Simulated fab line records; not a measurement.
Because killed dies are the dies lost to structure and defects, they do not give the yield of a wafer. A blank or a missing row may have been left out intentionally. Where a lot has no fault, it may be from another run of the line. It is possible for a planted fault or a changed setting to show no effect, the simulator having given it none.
fab line records    flow nand-harc
record: lots: 14  wafers: 42  last-day: 25
route steps=1159 shown A_CONTACT@860
lots untouched by any fault: they come from a run of this same line in which no faults occurred
start-h: the number of hours between the record's first day and the start of the first shown wafer of the lot    wait-h: hours elapsed since this lot's preceding step    " the same as in the row above    L1.1+2: several wafers, shown together as one row    - no value present, or no start provided    * or withheld: withheld    < > ~ a bound
route shown NAME@n: names a module that has steps shown in the file, with the first one's number in the route    usual: average and standard deviation across the fault-free wafers    same: alike in all rows    chamber/n: place in a boat    sites: per-site readings    _std_site: the standard deviation of these    _edge_site: inner sites' mean taken away from outer sites' mean    radius-mm: how far each site lies from the wafer's centre    mask NAME#n: copy n    behind: tool/chamber where the wafer was last shaped    hold: cause of the lot's hold/its duration in hours/its outcome    device: transistor that didn't switch, given as n, p or np    end of line: at the end of the route, the tests of the same wafers    step lacking rows: just its recipe    killed: count of dies lost to structure and defects at first sort (not the wafer's yield)    map: per-die view of a wafer (x killed, . not killed, _ where there is no die)
set.NAME: the setting the step ran with; set.NAME@STEP: the setting that earlier step ran with    model.NAME: the simulator's own value behind a step, which no gauge read
route steps across a sampled set of lots; one table per step, one row per wafer
services: the hour from which a tool's chamber was out of use, counted from the record's first day as start-h (under 0 if before that day), plus the number of hours and why
== steps ==
step: NHARC_A_CONTACT_ETCH_50
recipe: target-depth-a: 847  time-s: 42.4  cf4-flow-sccm: 100  chf3-flow-sccm: 30  ar-flow-sccm: 0  rf-w: 500  bias-w: 200  chemistry: CF4/CHF3
usual: drypump-motor-current-A: 5.7/0.38  oes-product-au: 0.950/0.023  rf-vpp-V: 371.0/2.6  run-length-s: 63.7/0.45  showerhead-plenum-p-Torr: 1.59/0.073  throttle-valve-pct: 16.802/0.0086
lot.wafer  tool         chamber  start-h  wait-h  drypump-motor-current-A  oes-product-au  rf-hours-counter-h  rf-vpp-V  run-length-s  showerhead-plenum-p-Torr  throttle-valve-pct
L322.4     rie-diel-09  1        -        -       5.2                      0.915           36                  373.5     63.7          1.64                      16.804
L322.3     "            2        "        "       5.6                      0.936           38                  371.5     63.1          1.58                      16.805
L322.2     "            0        "        "       5.6                      0.938           40                  367.4     64.3          1.49                      16.797
L321.1     rie-diel-09  0        -        -       5.6                      0.949           41                  366.9     64.2          1.49                      16.818
L321.6     "            3        "        "       6.2                      0.963           -                   374.7     63.5          1.67                      16.803
L321.5     "            0        "        "       5.6                      0.958           -                   368.2     64.4          1.49                      16.797
L324.3     rie-diel-09  3        -        -       6.2                      0.981           44                  373.6     63.3          1.67                      16.804
L324.4     "            0        "        "       5.6                      0.968           43                  367.9     64.0          1.49                      16.789
L324.6     "            3        "        "       6.2                      0.987           -                   372.8     63.5          1.67                      16.801
L323.4     rie-diel-09  2        -        -       5.6                      0.924           43                  371.2     62.9          1.58                      16.780
L323.3     "            0        "        "       5.6                      0.940           44                  368.7     64.1          1.49                      16.816
L323.5     "            1        "        "       5.2                      0.925           -                   373.3     63.7          1.64                      16.801
L330.4     rie-diel-10  1        -        -       5.8                      0.926           7                   366.9     63.2          1.47                      16.793
L330.1     "            2        "        "       6.7                      0.927           8                   373.3     63.7          1.65                      16.790
L330.6     "            2        "        "       6.7                      0.920           -                   373.5     63.4          1.65                      16.804
L329.2     rie-diel-10  3        -        -       5.4                      0.971           10                  370.7     63.6          1.58                      16.809
L329.6     "            2        "        "       6.7                      0.968           -                   371.5     63.9          1.65                      16.814
L329.5     "            3        "        "       5.5                      0.979           -                   372.3     63.5          1.58                      16.808
L331.4     rie-diel-02  3        -        -       5.5                      0.921           32                  366.3     63.9          1.48                      16.810
L331.6     "            0        "        "       5.8                      0.935           -                   373.2     63.8          1.57                      16.810
L331.5     "            1        "        "       5.6                      0.913           -                   370.9     63.0          1.57                      16.799
L336.1     rie-diel-02  0        -        -       5.8                      0.930           47                  370.2     63.8          1.56                      16.800
L336.2     "            1        "        "       5.6                      0.912           49                  370.6     63.0          1.57                      16.814
L336.5     "            1        "        "       5.6                      0.919           -                   370.5     63.2          1.57                      16.815
L340.3     rie-diel-02  0        -        -       5.8                      0.936           52                  369.5     63.8          1.56                      16.815
L340.4     "            3        "        "       5.6                      0.912           51                  369.2     64.0          1.48                      16.813
L340.6     "            0        "        "       5.8                      0.927           -                   371.5     64.0          1.56                      16.794
L338.4     rie-diel-09  1        -        -       5.2                      0.940           13                  371.2     63.9          1.63                      16.808
L338.1     "            0        "        "       5.5                      0.966           12                  367.5     64.0          1.48                      16.801
L338.6     "            1        "        "       5.2                      0.948           -                   373.3     64.3          1.63                      16.796
L341.1     rie-diel-10  1        -        -       5.7                      0.985           23                  367.3     63.7          1.47                      16.820
L341.3     "            3        "        "       5.5                      0.962           22                  370.4     63.5          1.58                      16.814
L341.4     "            0        "        "       5.7                      0.988           23                  373.4     64.1          1.67                      16.799
L343.1     rie-diel-09  3        -        -       6.2                      0.965           23                  376.3     63.4          1.66                      16.803
L343.2     "            1        "        "       5.2                      0.961           23                  371.7     63.7          1.63                      16.809
L343.5     "            3        "        "       6.2                      0.963           -                   372.8     63.7          1.66                      16.805
L342.4     rie-diel-10  0        -        -       5.7                      0.966           25                  373.0     64.0          1.67                      16.799
L342.2     "            3        "        "       5.5                      0.964           24                  371.5     63.8          1.58                      16.792
L342.5     "            1        "        "       5.8                      0.959           -                   366.5     63.5          1.47                      16.808
L344.2     rie-diel-02  3        -        -       5.6                      0.976           0                   366.7     64.1          1.47                      16.779
L344.3     "            1        "        "       5.6                      0.968           0                   371.5     63.3          1.56                      16.805
L344.5     "            3        "        "       5.5                      0.974           -                   366.7     64.3          1.47                      16.790
step: NHARC_A_CONTACT_ETCH_123
recipe: source-w: withheld  pressure-mtorr: 20  bias-v: 400  time-s: 253  target-depth-a: 10900  ar-flow-sccm: withheld  c4f8-flow-sccm: 11.5  o2-flow-sccm: 7.2  chemistry: C4F8/O2/Ar
usual: run-length-s: 284.4/0.56
lot.wafer  tool             chamber  start-h  wait-h  rf-hours-counter-h  run-length-s
L322.2     har-cap-etch-01  0        363.30   0.1     58                  284.8
L322.4     "                0        "        "       -                   285.1
L322.3     "                1        "        "       -                   284.6
L321.1     har-cap-etch-02  1        365.62   0.1     10                  283.4
L321.6     "                0        "        "       -                   284.1
L321.5     "                1        "        "       -                   283.4
L324.3     har-cap-etch-01  1        376.24   0.2     -                   284.6
L324.4     "                0        "        "       -                   284.8
L324.6     "                1        "        "       -                   284.5
L323.3     har-cap-etch-02  0        378.48   0.2     -                   284.1
L323.4     "                1        "        "       -                   283.8
L323.5     "                1        "        "       -                   284.0
L330.1     har-cap-etch-02  1        413.98   0.1     18                  283.3
L330.4     "                0        "        "       -                   284.7
L330.6     "                0        "        "       -                   284.4
L329.2     har-cap-etch-02  0        429.10   0.1     21                  284.4
L329.6     "                0        "        "       -                   284.6
L329.5     "                1        "        "       -                   283.7
L331.4     har-cap-etch-01  0        429.90   0.2     -                   285.0
L331.6     "                0        "        "       -                   285.0
L331.5     "                1        "        "       -                   284.3
L336.2     har-cap-etch-01  1        459.61   0.1     74                  284.7
L336.1     "                0        "        "       74                  285.0
L336.5     "                1        "        "       -                   284.3
L340.4     har-cap-etch-01  1        472.65   0.2     -                   284.5
L340.3     "                0        "        "       -                   285.0
L340.6     "                0        "        "       -                   285.1
L338.1     har-cap-etch-01  0        476.96   0.1     77                  284.9
L338.4     "                1        "        "       -                   285.1
L338.6     "                1        "        "       -                   284.6
L341.1     har-cap-etch-01  0        495.38   0.1     80                  285.0
L341.4     "                0        "        "       -                   284.8
L341.3     "                1        "        "       -                   284.4
L343.1     har-cap-etch-02  0        503.44   0.1     33                  284.8
L343.2     "                1        "        "       33                  283.7
L343.5     "                0        "        "       -                   284.2
L342.2     har-cap-etch-01  1        504.25   0.1     81                  284.2
L342.4     "                0        "        "       -                   284.9
L342.5     "                0        "        "       -                   285.0
L344.2     har-cap-etch-02  1        517.92   0.1     36                  283.7
L344.3     "                0        "        "       -                   284.2
L344.5     "                1        "        "       -                   283.6
step: NHARC_A_CONTACT_ETCH_96
recipe: target-depth-a: 200  over-etch-frac: 0.5  time-s: 10  ion-energy-ev: 250  c4f6-flow-sccm: 25  o2-flow-sccm: 20  ar-flow-sccm: 500  rf-w: 600  bias-w: 500  chemistry: C4F6/O2
usual: drypump-motor-current-A: 5.8/0.41  oes-product-au: 0.970/0.029  rf-vpp-V: 548/3.9  run-length-s: 31.1/0.32  showerhead-plenum-p-Torr: 3.96/0.18  throttle-valve-pct: 26.904/0.0094
lot.wafer  tool         chamber  start-h  wait-h  drypump-motor-current-A  oes-product-au  rf-hours-counter-h  rf-vpp-V  run-length-s  showerhead-plenum-p-Torr  throttle-valve-pct
L322.4     rie-diel-10  3        364.03   -       5.5                      0.991           0                   549       31.1          3.95                      26.893
L322.3     "            1        "        "       5.8                      1.005           0                   543       30.7          3.68                      26.906
L322.2     "            2        "        "       6.8                      0.988           0                   551       30.9          4.12                      26.905
L321.1     rie-diel-02  1        366.31   -       5.6                      0.983           11                  547       30.8          3.93                      26.895
L321.5     "            1        "        "       5.6                      0.985           -                   546       30.7          3.93                      26.897
L321.6     "            2        "        "       5.9                      0.985           -                   551       30.7          4.18                      26.897
L324.4     rie-diel-10  0        376.87   -       5.7                      0.993           2                   553       31.4          4.16                      26.911
L324.3     "            2        "        "       6.8                      0.999           2                   551       31.1          4.12                      26.891
L324.6     "            0        "        "       5.8                      1.012           -                   553       31.2          4.16                      26.901
L323.4     rie-diel-10  0        379.11   -       5.7                      1.017           3                   553       31.2          4.16                      26.903
L323.3     "            3        "        "       5.5                      0.998           3                   548       31.4          3.95                      26.895
L323.5     "            0        "        "       5.7                      1.009           -                   552       31.3          4.16                      26.896
L330.1     rie-diel-10  1        414.66   -       5.8                      0.946           8                   538       30.8          3.68                      26.897
L330.4     "            3        "        "       5.5                      0.923           8                   547       31.3          3.95                      26.916
L330.6     "            0        "        "       5.7                      0.943           -                   552       28.5          4.16                      26.893
L329.2     rie-diel-10  3        429.84   -       5.5                      0.940           10                  548       31.0          3.95                      26.923
L329.5     "            3        "        "       5.5                      0.946           -                   548       30.9          3.95                      26.900
L329.6     "            0        "        "       5.8                      0.960           -                   552       28.1          4.16                      26.901
L331.4     rie-diel-02  0        430.53   -       5.8                      0.951           33                  546       31.0          3.90                      26.909
L331.6     "            0        "        "       5.8                      0.949           -                   545       31.6          3.90                      26.915
L331.5     "            1        "        "       5.6                      0.932           -                   548       31.1          3.92                      26.898
L336.2     rie-diel-02  2        460.35   -       5.9                      0.926           49                  551       30.8          4.16                      26.928
L336.1     "            1        "        "       5.6                      0.924           49                  548       30.6          3.91                      26.891
L336.5     "            2        "        "       5.9                      0.933           -                   552       31.1          4.16                      26.872
L340.3     rie-diel-09  0        473.28   -       5.6                      1.003           12                  541       31.2          3.70                      26.907
L340.4     "            2        "        "       5.6                      1.002           12                  546       30.8          3.93                      26.898
L340.6     "            0        "        "       5.6                      0.999           -                   543       31.6          3.70                      26.900
L338.1     rie-diel-09  3        477.70   -       6.2                      0.945           14                  552       31.2          4.14                      26.890
L338.4     "            0        "        "       5.6                      0.949           14                  543       31.4          3.70                      26.899
L338.6     "            1        "        "       5.2                      0.946           -                   550       31.7          4.06                      26.917
L341.3     rie-diel-09  3        496.31   -       6.2                      1.000           22                  550       31.1          4.13                      26.909
L341.1     "            0        "        "       5.5                      1.002           20                  542       31.3          3.69                      26.900
L341.4     "            1        "        "       5.2                      0.996           21                  551       31.0          4.05                      26.909
L343.2     rie-diel-10  3        504.17   -       5.5                      0.988           24                  547       31.1          3.94                      26.909
L343.1     "            2        "        "       6.8                      0.995           20                  551       31.1          4.10                      26.900
L343.5     "            0        "        "       5.7                      1.006           -                   552       31.4          4.15                      26.903
L342.2     rie-diel-09  0        504.94   -       5.6                      0.953           24                  543       31.3          3.69                      26.909
L342.4     "            2        "        "       5.6                      0.940           24                  546       30.5          3.92                      26.902
L342.5     "            0        "        "       5.6                      0.946           -                   542       31.3          3.69                      26.904
L344.2     rie-diel-02  3        518.61   -       5.6                      0.961           1                   543       31.3          3.68                      26.921
L344.3     "            1        "        "       5.6                      0.964           1                   545       30.7          3.90                      26.916
L344.5     "            2        "        "       5.9                      0.962           -                   552       31.5          4.15                      26.906
step: NHARC_A_CONTACT_DEP_57
recipe: target-thk-a: 28000  temp-c: 400  material: aC
usual: throttle-valve-pct: 35.001/0.0081
lot.wafer  tool        chamber  start-h  wait-h  throttle-valve-pct
L322.2     acl-dep-02  0        367.19   -       34.986
L322.3     "           0        "        "       34.984
L322.4     "           0        "        "       34.988
L321.1     acl-dep-03  0        367.38   -       34.998
L321.5     "           0        368.53   -       35.010
L321.6     "           0        "        "       35.000
L324.3     acl-dep-02  0        378.48   -       35.006
L324.4     "           0        "        "       34.997
L324.6     "           0        "        "       34.999
L323.3     acl-dep-01  0        380.72   -       35.003
L323.4     "           0        "        "       35.000
L323.5     "           0        "        "       34.995
L330.1     acl-dep-02  0        415.80   -       35.008
L330.4     "           0        "        "       35.019
L330.6     "           0        "        "       34.982
L329.2     acl-dep-03  0        431.15   -       34.985
L329.5     "           0        "        "       34.990
L329.6     "           0        "        "       34.996
L331.4     acl-dep-02  0        432.41   -       34.998
L331.5     "           0        "        "       35.001
L331.6     "           0        "        "       34.992
L336.1     acl-dep-02  0        461.42   -       34.995
L336.2     "           0        "        "       35.001
L336.5     "           0        "        "       35.000
L340.3     acl-dep-01  0        474.98   -       34.997
L340.4     "           0        "        "       35.005
L340.6     "           0        "        "       34.989
L338.1     acl-dep-03  0        482.96   -       34.989
L338.4     "           0        "        "       35.020
L338.6     "           0        "        "       35.000
L341.1     acl-dep-03  0        497.34   -       35.008
L341.3     "           0        "        "       35.006
L341.4     "           0        "        "       34.994
L343.1     acl-dep-02  0        506.78   -       35.014
L343.2     "           0        "        "       35.003
L343.5     "           0        "        "       35.003
L342.2     acl-dep-01  0        507.09   -       35.002
L342.4     "           0        "        "       34.999
L342.5     "           0        "        "       35.016
L344.2     acl-dep-03  0        520.15   -       35.013
L344.3     "           0        "        "       34.996
L344.5     "           0        "        "       35.001
== services ==
tool             chamber  start-h  hours  kind
rie-diel-09      0        336.92   -      clean
rie-diel-09      1        336.92   -      clean
rie-diel-09      2        336.92   -      clean
rie-diel-09      3        336.92   -      clean
acl-dep-02       -        352.01   13.0   pm
rie-diel-10      -        353.58   9.0    pm
rie-diel-10      0        353.58   9.0    vent-cycle
rie-diel-10      1        353.58   9.0    vent-cycle
rie-diel-10      2        353.58   9.0    vent-cycle
rie-diel-10      3        353.58   9.0    vent-cycle
rie-diel-09      0        361.44   -      clean
rie-diel-02      1        377.35   2.2    repair
rie-diel-09      2        401.69   12.6   repair
acl-dep-03       -        407.12   13.0   pm
har-cap-etch-02  -        408.66   1.6    repair
acl-dep-01       -        422.22   0.5    repair
rie-diel-09      2        428.25   14.1   repair
rie-diel-09      -        431.26   9.0    pm
rie-diel-09      3        453.44   1.9    repair
rie-diel-09      -        461.79   0.3    repair
rie-diel-10      2        462.02   18.7   repair
acl-dep-01       -        476.13   13.0   pm
acl-dep-02       -        485.88   5.3    repair
rie-diel-02      -        505.18   9.0    pm
== key ==
first-sign: step: NHARC_A_CONTACT_ETCH_96  reading: run-length-s  direction: down  sigmas: 8.7  usual: *  struck: *
effect none on later readings
met-at NHARC_A_CONTACT_ETCH_96
struck-lots L329,L330
struck-wafers L329.6,L330.6
sort-left-out L329.6,L330.6
tester-left-out L329,L330
not-acting-at NHARC_A_CONTACT_ETCH_50,NHARC_A_CONTACT_ETCH_123,NHARC_A_CONTACT_DEP_57
onset-between 379.11 414.66
fault: kind: process-parameter-drift  tool: rie-diel-10  chamber: 0  onset-h: 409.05  steps: NHARC_A_CONTACT_ETCH_96  channel: time-s  offset: *  shape: step  end-h: 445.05  acts-in: *  stated: *
tester-left-out: of these lots the tester's yield and bins aren't shown, on N5 and GAA mostly nor the transistor test; their killed dies are dies lost to structure and defects alone, not to doping, threshold or leakage, so they don't give the yield
sort-left-out: the simulated sort isn't trusted on such a fault, so these wafers' sort isn't shown, and their yield isn't known
